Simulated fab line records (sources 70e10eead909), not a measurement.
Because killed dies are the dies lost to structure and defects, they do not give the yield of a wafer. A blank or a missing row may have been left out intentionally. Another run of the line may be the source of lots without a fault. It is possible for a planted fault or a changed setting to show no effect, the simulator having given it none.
Commonality check across tools :: flow nand_harc :: Sampled: 14 lots, 42 wafers

## WHAT PROMPTED THE OPENING
On 2 of the 14 lots, a flag is raised at NHARC_A_BLC_CD_MEAS_10 on the reading cd_nm. Wafers without a fault read 99.9 nm, standard deviation 0.93.
Rule: flag the lot when none of its wafers has a number, or when each of its wafers that has one lies beyond 4 standard deviations from that mean. The other lots count as sound.

lot: L698
measured: day 17 14:02
on: cd_sem-02
cd_nm (nm), wafer by wafer: 101.3 100.6 100.0
flag: 

lot: L701
measured: day 17 20:31
on: cd_sem-03
cd_nm (nm), wafer by wafer: 100.6 100.6 99.9
flag: 

lot: L702
measured: day 18 06:07
on: cd_sem-03
cd_nm (nm), wafer by wafer: 101.5 100.4 100.1
flag: 

lot: L699
measured: day 18 12:07
on: cd_sem-03
cd_nm (nm), wafer by wafer: 100.4 99.8 100.5
flag: 

lot: L703
measured: day 18 19:35
on: cd_sem-01
cd_nm (nm), wafer by wafer: 100.4 99.5 100.8
flag: 

lot: L700
measured: day 18 20:19
on: cd_sem-02
cd_nm (nm), wafer by wafer: 100.9 99.0 99.9
flag: 

lot: L710
measured: day 20 16:38
on: cd_sem-03
cd_nm (nm), wafer by wafer: 22.7 23.2 22.4
flag: FLAGGED

lot: L711
measured: day 20 19:31
on: cd_sem-03
cd_nm (nm), wafer by wafer: 22.5 23.0 23.0
flag: FLAGGED

lot: L712
measured: day 21 06:17
on: cd_sem-02
cd_nm (nm), wafer by wafer: 97.8 98.8 97.8
flag: 

lot: L715
measured: day 21 10:08
on: cd_sem-01
cd_nm (nm), wafer by wafer: 100.7 98.9 101.4
flag: 

lot: L717
measured: day 22 03:20
on: cd_sem-01
cd_nm (nm), wafer by wafer: 100.2 100.7 101.0
flag: 

lot: L718
measured: day 22 08:51
on: cd_sem-03
cd_nm (nm), wafer by wafer: 98.8 100.3 99.6
flag: 

lot: L716
measured: day 22 16:04
on: cd_sem-03
cd_nm (nm), wafer by wafer: 99.4 98.1 97.4
flag: 

lot: L719
measured: day 22 20:54
on: cd_sem-01
cd_nm (nm), wafer by wafer: 101.1 100.3 98.6
flag: 
The mean of the flagged lots' numbers is 22.8 nm, -77.1 nm from the usual (-83 standard deviations).

## WHICH TOOL EACH LOT WENT THROUGH
Before the reading, the record contains 4 process steps out of a 1159-step route. Each cell gives the tool, then ch followed by the chambers the sampled wafers passed through, then the start.
lot: L698
flag: 
NHARC_A_CONTACT_ETCH_135: har_cap_etch-02 ch 0,1, day 17 05:03
NHARC_A_CONTACT_ETCH_92: rie_diel-05 ch 0,1,3, day 17 06:12
NHARC_A_CONTACT_ETCH_110: rie_diel-07 ch 2,3, day 17 06:50
NHARC_A_BLC_PEB_08: litho_track-01 ch 0, day 17 13:57

lot: L701
flag: 
NHARC_A_CONTACT_ETCH_135: har_cap_etch-03 ch 0,1, day 17 16:28
NHARC_A_CONTACT_ETCH_92: rie_diel-05 ch 2,3, day 17 17:23
NHARC_A_CONTACT_ETCH_110: rie_diel-13 ch 0,3, day 17 17:55
NHARC_A_BLC_PEB_08: litho_track-01 ch 0, day 17 20:26

lot: L702
flag: 
NHARC_A_CONTACT_ETCH_135: har_cap_etch-02 ch 0,1, day 18 01:02
NHARC_A_CONTACT_ETCH_92: rie_diel-05 ch 1,2,3, day 18 01:56
NHARC_A_CONTACT_ETCH_110: rie_diel-05 ch 0,2,3, day 18 02:56
NHARC_A_BLC_PEB_08: litho_track-06 ch 0, day 18 06:02

lot: L699
flag: 
NHARC_A_CONTACT_ETCH_135: har_cap_etch-03 ch 0,1, day 18 08:02
NHARC_A_CONTACT_ETCH_92: rie_diel-13 ch 1,3, day 18 08:55
NHARC_A_CONTACT_ETCH_110: rie_diel-07 ch 1,3, day 18 09:25
NHARC_A_BLC_PEB_08: litho_track-01 ch 0, day 18 12:02

lot: L703
flag: 
NHARC_A_CONTACT_ETCH_135: har_cap_etch-01 ch 0,1, day 18 13:56
NHARC_A_CONTACT_ETCH_92: rie_diel-07 ch 0,2,3, day 18 14:49
NHARC_A_CONTACT_ETCH_110: rie_diel-13 ch 0,2,3, day 18 15:23
NHARC_A_BLC_PEB_08: litho_track-06 ch 0, day 18 19:30

lot: L700
flag: 
NHARC_A_CONTACT_ETCH_135: har_cap_etch-02 ch 0,1, day 18 15:06
NHARC_A_CONTACT_ETCH_92: rie_diel-13 ch 0,2, day 18 15:59
NHARC_A_CONTACT_ETCH_110: rie_diel-05 ch 1,2, day 18 16:38
NHARC_A_BLC_PEB_08: litho_track-01 ch 0, day 18 20:14

lot: L710
flag: FLAGGED
NHARC_A_CONTACT_ETCH_135: har_cap_etch-01 ch 0,1, day 20 12:30
NHARC_A_CONTACT_ETCH_92: rie_diel-07 ch 0,3, day 20 13:25
NHARC_A_CONTACT_ETCH_110: rie_diel-05 ch 0,1,2, day 20 14:01
NHARC_A_BLC_PEB_08: litho_track-01 ch 0, day 20 16:34

lot: L711
flag: FLAGGED
NHARC_A_CONTACT_ETCH_135: har_cap_etch-01 ch 0,1, day 20 15:28
NHARC_A_CONTACT_ETCH_92: rie_diel-13 ch 2,3, day 20 16:20
NHARC_A_CONTACT_ETCH_110: rie_diel-13 ch 0,2,3, day 20 16:53
NHARC_A_BLC_PEB_08: litho_track-01 ch 0, day 20 19:26

lot: L712
flag: 
NHARC_A_CONTACT_ETCH_135: har_cap_etch-01 ch 0,1, day 20 18:16
NHARC_A_CONTACT_ETCH_92: rie_diel-05 ch 1,3, day 20 19:10
NHARC_A_CONTACT_ETCH_110: rie_diel-05 ch 1,2, day 20 19:41
NHARC_A_BLC_PEB_08: litho_track-04 ch 0, day 21 06:12

lot: L715
flag: 
NHARC_A_CONTACT_ETCH_135: har_cap_etch-01 ch 0,1, day 20 23:11
NHARC_A_CONTACT_ETCH_92: rie_diel-05 ch 1,3, day 21 00:16
NHARC_A_CONTACT_ETCH_110: rie_diel-05 ch 0,1,3, day 21 00:47
NHARC_A_BLC_PEB_08: litho_track-06 ch 0, day 21 10:04

lot: L717
flag: 
NHARC_A_CONTACT_ETCH_135: har_cap_etch-03 ch 0, day 21 23:15
NHARC_A_CONTACT_ETCH_92: rie_diel-05 ch 0,1, day 22 00:10
NHARC_A_CONTACT_ETCH_110: rie_diel-07 ch 1,2,3, day 22 00:41
NHARC_A_BLC_PEB_08: litho_track-06 ch 0, day 22 03:15

lot: L718
flag: 
NHARC_A_CONTACT_ETCH_135: har_cap_etch-02 ch 0,1, day 22 04:46
NHARC_A_CONTACT_ETCH_92: rie_diel-05 ch 0,1,2, day 22 05:41
NHARC_A_CONTACT_ETCH_110: rie_diel-05 ch 0,1,2, day 22 06:11
NHARC_A_BLC_PEB_08: litho_track-04 ch 0, day 22 08:46

lot: L716
flag: 
NHARC_A_CONTACT_ETCH_135: har_cap_etch-01 ch 0,1, day 22 09:23
NHARC_A_CONTACT_ETCH_92: rie_diel-07 ch 0,2,3, day 22 10:17
NHARC_A_CONTACT_ETCH_110: rie_diel-05 ch 0,2,3, day 22 10:48
NHARC_A_BLC_PEB_08: litho_track-04 ch 0, day 22 15:59

lot: L719
flag: 
NHARC_A_CONTACT_ETCH_135: har_cap_etch-02 ch 0,1, day 22 13:20
NHARC_A_CONTACT_ETCH_92: rie_diel-13 ch 1,2,3, day 22 14:28
NHARC_A_CONTACT_ETCH_110: rie_diel-13 ch 1,2,3, day 22 14:56
NHARC_A_BLC_PEB_08: litho_track-06 ch 0, day 22 20:49
These steps, and what they do:
- NHARC_A_CONTACT_ETCH_135: etches the open film in C4F8/O2/Ar, time 132 s, target depth 1287 nm.
- NHARC_A_CONTACT_ETCH_92: etches the open film in CH3F/O2, target depth 40 nm, time 85.7 s.
- NHARC_A_CONTACT_ETCH_110: etches the open film in CF4/O2, target depth 50 nm, overetch 5 nm, time 27.5 s.
- NHARC_A_BLC_PEB_08: peb time 65 s.
- NHARC_A_BLC_CD_MEAS_10: target cd 100 nm.

## FLAGGED OVER TOTAL, TOOL BY TOOL (the gauges that took the reading come last)
step: NHARC_A_CONTACT_ETCH_135
tool: har_cap_etch-01
lots run: 6
flagged: 2
share of the flagged lots: all
sound lots run after its first flagged lot: 3 (L712,L715,L716)

step: NHARC_A_CONTACT_ETCH_135
tool: har_cap_etch-02
lots run: 5
flagged: 0
share of the flagged lots: none
sound lots run after its first flagged lot: -

step: NHARC_A_CONTACT_ETCH_135
tool: har_cap_etch-03
lots run: 3
flagged: 0
share of the flagged lots: none
sound lots run after its first flagged lot: -

step: NHARC_A_CONTACT_ETCH_92
tool: rie_diel-05
lots run: 7
flagged: 0
share of the flagged lots: none
sound lots run after its first flagged lot: -

step: NHARC_A_CONTACT_ETCH_92
tool: rie_diel-07
lots run: 3
flagged: 1
share of the flagged lots: some
sound lots run after its first flagged lot: 1 (L716)

step: NHARC_A_CONTACT_ETCH_92
tool: rie_diel-13
lots run: 4
flagged: 1
share of the flagged lots: some
sound lots run after its first flagged lot: 1 (L719)

step: NHARC_A_CONTACT_ETCH_110
tool: rie_diel-05
lots run: 7
flagged: 1
share of the flagged lots: some
sound lots run after its first flagged lot: 4 (L712,L715,L718,L716)

step: NHARC_A_CONTACT_ETCH_110
tool: rie_diel-07
lots run: 3
flagged: 0
share of the flagged lots: none
sound lots run after its first flagged lot: -

step: NHARC_A_CONTACT_ETCH_110
tool: rie_diel-13
lots run: 4
flagged: 1
share of the flagged lots: some
sound lots run after its first flagged lot: 1 (L719)

step: NHARC_A_BLC_PEB_08
tool: litho_track-01
lots run: 6
flagged: 2
share of the flagged lots: all
sound lots run after its first flagged lot: 0

step: NHARC_A_BLC_PEB_08
tool: litho_track-04
lots run: 3
flagged: 0
share of the flagged lots: none
sound lots run after its first flagged lot: -

step: NHARC_A_BLC_PEB_08
tool: litho_track-06
lots run: 5
flagged: 0
share of the flagged lots: none
sound lots run after its first flagged lot: -

step: NHARC_A_BLC_CD_MEAS_10
tool: cd_sem-01
lots run: 4
flagged: 0
share of the flagged lots: none
sound lots run after its first flagged lot: -

step: NHARC_A_BLC_CD_MEAS_10
tool: cd_sem-02
lots run: 3
flagged: 0
share of the flagged lots: none
sound lots run after its first flagged lot: -

step: NHARC_A_BLC_CD_MEAS_10
tool: cd_sem-03
lots run: 7
flagged: 2
share of the flagged lots: all
sound lots run after its first flagged lot: 2 (L718,L716)

## WHAT THE TABLE ALLOWS
All flagged lots were run by 3 table rows, namely har_cap_etch-01 at NHARC_A_CONTACT_ETCH_135, litho_track-01 at NHARC_A_BLC_PEB_08, cd_sem-03 at NHARC_A_BLC_CD_MEAS_10.
- har_cap_etch-01 at NHARC_A_CONTACT_ETCH_135 ran 6 lots, 2 of them flagged. Sound lots ran on it after the first flagged one (L712, L715, L716), which a lasting fault on the whole tool wouldn't allow.
- litho_track-01 at NHARC_A_BLC_PEB_08 ran 6 lots, 2 of them flagged. A fault beginning between L700 (day 18 20:14), its last sound lot, and L710 (day 20 16:34), its first flagged one, fits the data. Its own readings (heater_power_total_W, plate_temp_C) fall more than 4 standard deviations out on all wafers of the flagged lots.
- cd_sem-03 at NHARC_A_BLC_CD_MEAS_10 ran 7 lots, 2 of them flagged. Sound lots ran on it after the first flagged one (L718, L716), which a lasting fault on the whole tool wouldn't allow.
Left over: one tool, litho_track-01 at NHARC_A_BLC_PEB_08.

## WHAT HAD BEEN PUT IN BY THE SIMULATOR
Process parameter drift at NHARC_A_BLC_PEB_08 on litho_track-01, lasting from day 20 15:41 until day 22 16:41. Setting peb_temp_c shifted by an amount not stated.
Shown lots that were struck: L710, L711. The rule given above showed the same thing.
